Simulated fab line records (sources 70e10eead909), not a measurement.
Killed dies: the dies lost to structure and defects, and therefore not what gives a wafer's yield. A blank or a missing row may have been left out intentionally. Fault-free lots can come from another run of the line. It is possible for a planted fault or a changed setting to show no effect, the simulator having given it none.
fab line records | flow nand-harc
[record] lots = 5 wafers = 15 last-day = 34
route steps=1302 shown A_WL_FILL@960 END@1302
lots untouched by any fault: they come from a run of this same line in which no faults occurred
start-h: hours from the record's opening day to when the first of the lot's shown wafers began | wait-h: hours since the lot's step before | " the same as in the row above | L1.1+2: one row covering several wafers at once | - no value, or no start given | * or withheld: withheld | < > ~ a bound
route shown NAME@n: names a module that has steps shown in the file, with the first one's number in the route | usual: the fault-free wafers' mean and standard deviation | same: alike in all rows | chamber/n: place in a boat | sites: each site's reading | _std_site: how widely they spread, as a standard deviation | _edge_site: the outer-site mean with the inner-site mean subtracted | radius-mm: how far each site lies from the wafer's centre | mask NAME#n: copy n | behind: the tool/chamber that last shaped the wafer | hold: cause of the lot's hold/its duration in hours/its outcome | device: names the non-switching transistor (n, p or np) | end of line: the route-end tests of the same wafers | for a step that has no rows: nothing shown but its recipe | killed: count of dies lost to structure and defects at first sort (not the wafer's yield) | map: the dies of a wafer, with x for killed, . for not killed, _ for no die there
set.NAME: the setting as run; set.NAME@STEP: as run at that earlier step | model.NAME: the simulator's own value behind a step, which no gauge read
lots seen at some steps along the route; tables by step, rows by wafer
services: from which hour (start-h, from the record's first day; less than 0 if before it) a tool's chamber was out of use, for how many hours, and why
[[steps]]
[step NHARC_A_WL_FILL_STRIP_28]
[recipe] time-s = 1200 temp-c = 72.5 chemistry = post-etch-residue-remover
[step NHARC_A_WL_FILL_PRECLEAN_06]
[recipe] time-s = 300 chemistry = DIW
[step NHARC_A_WL_FILL_SRD_07]
[step NHARC_A_WL_FILL_ANNEAL_08]
[recipe] temp-c = 450 time-s = 1800
[step NHARC_A_WL_FILL_ALD_10]
[recipe] target-thk-a = 500 pulse-time-s = 10 ald-cycles = 500 temp-c = 300 material = SiO2
[usual] heater-power-w = 457/53 precursor-pulse-height-rel = 1.001/0.021
// columns lot.wafer tool chamber start-h wait-h heater-power-w precursor-pulse-height-rel
L493.3 ald-hk-01 3 472.35 0.1 411 0.957
L493.4 " 0 " " 425 0.985
L493.1 " 2 473.90 1.6 436 1.012
L506.3 ald-hk-03 3 622.02 0.0 368 0.977
L506.1 " 0 " " 474 0.941
L506.5 " 3 624.11 2.1 364 1.016
L509.2 ald-hk-03 1 636.48 1.1 516 1.013
L509.3 " 2 " " 459 1.040
L509.6 " 0 638.03 2.6 475 0.965
L512.4 ald-hk-02 2 650.41 0.0 379 0.989
L512.1 " 1 651.93 1.6 480 0.977
L512.5 " 3 652.94 2.6 487 0.974
L515.1 ald-hk-03 2 718.86 1.1 484 0.983
L515.2 " 3 719.90 2.1 374 0.982
L515.6 " 2 723.01 5.2 460 0.987
[step NHARC_A_WL_FILL_ETCHBACK_16]
[recipe] target-depth-a = 1200 time-s = 24 c4f8-flow-sccm = withheld o2-flow-sccm = 8 ar-flow-sccm = withheld rf-w = 600 bias-w = 800 chemistry = C4F8/O2/Ar
[usual] oes-product-au = 0.990/0.028 rf-vpp-V = 725/4.1
// columns lot.wafer tool chamber start-h wait-h oes-product-au rf-hours-counter-h rf-vpp-V
L493.3 rie-diel-12 1 - - 1.012 1.8 727
L493.1 " 2 " " 1.004 1.7 725
L493.4 " 0 " " 1.012 1.4 719
L506.3 rie-diel-11 1 - - 0.989 0.1 723
L506.1 " 2 " " 1.003 0.1 729
L506.5 " 3 " " 1.005 - 728
L509.3 rie-diel-12 0 - - 1.008 0.0 719
L509.2 " 1 " " 0.997 0.0 727
L509.6 " 0 " " 1.001 - 717
L512.4 rie-diel-12 1 - - 0.999 0.8 727
L512.1 " 3 " " 1.018 1.0 720
L512.5 " 1 " " 0.994 - 728
L515.2 rie-diel-12 1 - - 1.000 3.8 728
L515.1 " 3 " " 1.013 3.9 720
L515.6 " 1 " " 1.002 - 728
[step NHARC_A_WL_FILL_STRIP_29]
[recipe] time-s = 20 o2-flow-sccm = 500 ar-flow-sccm = 0 bias-w = 0 chemistry = O2
[usual] drypump-motor-current-A = 5.8/0.4 oes-product-au = 1.004/0.01 rf-vpp-V = 58.0/0.72 showerhead-plenum-p-Torr = 3.58/0.14 throttle-valve-pct = 17.037/0.0083
// columns lot.wafer tool chamber start-h wait-h drypump-motor-current-A oes-product-au rf-hours-counter-h rf-vpp-V showerhead-plenum-p-Torr throttle-valve-pct
L493.4 rie-diel-12 2 477.10 0.1 5.9 1.003 1.7 55.6 3.55 17.033
L493.1 " 0 " " 6.2 1.015 1.4 58.1 3.34 17.026
L493.3 " 1 " " 5.4 1.009 1.8 58.7 3.67 17.033
L506.3 rie-diel-11 1 626.82 0.1 6.2 0.987 0.1 58.9 3.54 17.050
L506.1 " 2 " " 5.7 0.999 0.1 59.1 3.74 17.044
L506.5 " 1 " " 6.1 1.000 - 59.6 3.54 17.043
L509.2 rie-diel-12 3 640.21 0.1 5.6 1.010 0.0 57.9 3.42 17.037
L509.3 " 0 " " 6.2 1.003 0.0 57.4 3.34 17.033
L509.6 " 2 " " 5.9 0.994 - 57.6 3.54 17.042
L512.4 rie-diel-12 1 655.09 0.1 5.4 0.999 0.8 58.1 3.67 17.036
L512.1 " 0 " " 6.2 1.007 1.0 57.5 3.34 17.042
L512.5 " 2 " " 5.9 1.004 - 58.2 3.54 17.033
L515.2 rie-diel-12 0 725.70 0.1 6.1 1.008 3.9 56.9 3.34 17.038
L515.1 " 2 " " 5.9 1.003 3.8 57.4 3.54 17.046
L515.6 " 0 " " 6.2 1.007 - 57.5 3.34 17.029
[step NHARC_A_WL_FILL_ETCHBACK_17]
[recipe] target-depth-a = 40 time-s = 26.7 chemistry = Cl2/BCl3
[usual] drypump-motor-current-A = 5.58/0.27 oes-product-au = 0.997/0.0084
// columns lot.wafer tool chamber start-h wait-h drypump-motor-current-A oes-product-au rf-hours-counter-h
L493.1 rie-metal-01 0 477.21 - 5.94 1.003 1.3
L493.3 " 1 " " 5.36 0.990 -
L493.4 " 0 " " 5.94 0.998 -
L506.1 rie-metal-01 1 626.90 - 5.35 0.984 0.8
L506.3 " 1 " " 5.36 0.984 -
L506.5 " 0 " " 5.94 0.997 -
L509.2 rie-metal-01 1 640.31 - 5.37 0.983 0.8
L509.3 " 0 " " 5.94 1.012 -
L509.6 " 1 " " 5.37 0.991 -
L512.1 rie-metal-01 0 655.17 - 5.94 1.003 1.1
L512.4 " 1 " " 5.36 0.980 -
L512.5 " 1 " " 5.36 0.984 -
L515.2 rie-metal-01 0 725.78 - 5.95 1.003 2.1
L515.1 " 1 " " 5.36 0.994 2.1
L515.6 " 0 " " 5.95 1.000 -
[step NHARC_A_WL_FILL_PRECLEAN_18]
[recipe] time-s = 30 chemistry = dHF
[step NHARC_A_WL_FILL_SRD_21]
[step NHARC_A_WL_FILL_CVD_23]
[recipe] target-thk-a = 400 temp-c = 620 pressure-mtorr = 200 time-s = 800 material = poly-Si
[step NHARC_A_WL_FILL_ETCHBACK_26]
[recipe] target-depth-a = 520 time-s = 13.3 hbr-flow-sccm = 150 rf-w = 350 icp-w = 350 bias-w = 60 chemistry = HBr
[usual] drypump-motor-current-A = 5.7/0.45 oes-product-au = 1.004/0.0098 throttle-valve-pct = 23.266/0.0086
// columns lot.wafer tool chamber start-h wait-h drypump-motor-current-A oes-product-au rf-hours-counter-h throttle-valve-pct
L493.3 rie-si-04 0 482.99 0.4 5.3 1.005 0.76 23.266
L493.1 " 2 " " 5.1 1.026 0.98 23.267
L493.4 " 3 " " 6.0 0.998 0.84 23.262
L506.1 rie-si-04 0 632.12 0.4 5.3 0.782 0.73 23.289
L506.3 " 1 " " 5.2 1.003 0.70 23.256
L506.5 " 2 " " 5.2 1.010 - 23.258
L509.3 rie-si-01 1 645.52 0.4 6.4 1.006 0.53 23.275
L509.2 " 3 " " 5.7 1.018 0.57 23.261
L509.6 " 2 " " 5.1 1.026 - 23.265
L512.1 rie-si-02 3 660.41 0.4 5.9 0.989 0.08 23.257
L512.4 " 1 " " 6.4 0.996 - 23.260
L512.5 " 0 " " 5.4 1.003 - 23.266
L515.2 rie-si-02 0 731.02 0.4 5.4 1.011 0.53 23.257
L515.1 " 1 " " 6.4 1.018 0.53 23.261
L515.6 " 0 " " 5.4 1.018 - 23.268
[step NHARC_A_WL_FILL_PRECLEAN_30]
[recipe] time-s = 10 chemistry = dHF
[step NHARC_END_SORT_01]
[recipe] temp-c = 25
[usual] killed-at-array = 51/18 killed-at-other = 1.0/1.2 killed-at-periphery = 3.7/2.9 killed-dies = 55/19 killed-open = 3.5/1.9 killed-short = 2.6/1.6
[same] gross-dies = 677
// columns lot.wafer tool chamber start-h wait-h killed-at-array killed-at-other killed-at-periphery killed-dies killed-open killed-short
L506.1 prober-01 0 716.53 2.5 70 3 6 79 3 4
L506.3 prober-01 0 718.18 3.1 55 3 10 68 2 4
L506.5 prober-01 0 719.82 3.8 38 4 9 51 1 0
// killed by level:class
L506.1 A_CHANNEL_HOLE_D1:chamber-film-flake=35 A_CONTACT:chamber-film-flake=11 P_GATE:chamber-film-flake=5 A_STAIRCASE:chamber-film-flake=5 A_CHANNEL_FILL_D1:chamber-film-flake=4 A_DECK1_JOINT:chamber-film-flake=4 THIN_TSV:chamber-film-flake=3 A_SLIT:chamber-film-flake=3
L506.3 A_CHANNEL_HOLE_D1:chamber-film-flake=31 P_GATE:chamber-film-flake=9 A_STAIRCASE:chamber-film-flake=5 A_WL_FILL:chamber-film-flake=4 A_CONTACT:chamber-film-flake=4 A_CHANNEL_FILL_D1:chamber-film-flake=3 A_SLIT:chamber-film-flake=2 THIN_TSV:chamber-film-flake=2
L506.5 A_CHANNEL_HOLE_D1:chamber-film-flake=21 A_CONTACT:chamber-film-flake=9 P_GATE:chamber-film-flake=6 THIN_TSV:chamber-film-flake=4 A_SLIT:chamber-film-flake=3 P_ZERO_WELL:chamber-film-flake=2 A_STAIRCASE:chamber-film-flake=2 P_CONTACT:geometric-particle:open=1
[[services]]
// columns tool chamber start-h hours kind
rie-si-02 - 454.00 9.0 pm
rie-diel-11 0 454.71 8.3 repair
rie-diel-12 3 479.57 10.5 repair
rie-si-02 2 489.51 23.0 repair
rie-si-01 2 507.18 11.4 repair
rie-si-04 - 519.00 9.0 pm
ald-hk-02 - 528.80 10.0 pm
rie-diel-11 2 529.20 7.6 repair
rie-si-04 1 532.27 5.3 repair
rie-si-04 - 536.31 0.2 repair
rie-si-01 2 542.65 2.1 repair
rie-si-04 2 543.62 1.8 repair
rie-metal-01 - 575.00 9.0 pm
rie-diel-11 2 593.03 18.1 repair
rie-diel-11 - 609.50 9.0 pm
rie-diel-12 - 622.48 9.0 pm
rie-si-02 - 631.00 9.0 pm
rie-si-02 3 651.80 7.0 repair
rie-si-02 2 659.06 9.4 repair
rie-si-04 1 659.22 6.0 repair
rie-diel-11 1 670.52 5.3 repair
rie-diel-11 - 695.72 0.2 repair
rie-si-04 - 696.00 9.0 pm
rie-diel-12 - 707.55 0.5 repair
[[key]]
[first-sign] step = NHARC_A_WL_FILL_ETCHBACK_26 reading = oes-product-au direction = down sigmas = 23 usual = 1.004 struck = 0.782
effect none on later readings
met-at NHARC_A_WL_FILL_ETCHBACK_26
struck-wafers L506.1
tester-left-out L506
onset-between 482.99 632.12
[fault] kind = process-parameter-drift tool = rie-si-04 chamber = 0 onset-h = 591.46 steps = NHARC_A_WL_FILL_ETCHBACK_26 channel = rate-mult offset = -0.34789 shape = step end-h = 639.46
// tester-left-out: of these lots the tester's yield and bins aren't shown, on N5 and GAA mostly nor the transistor test; their killed dies are dies lost to structure and defects alone, not to doping, threshold or leakage, so they don't give the yield
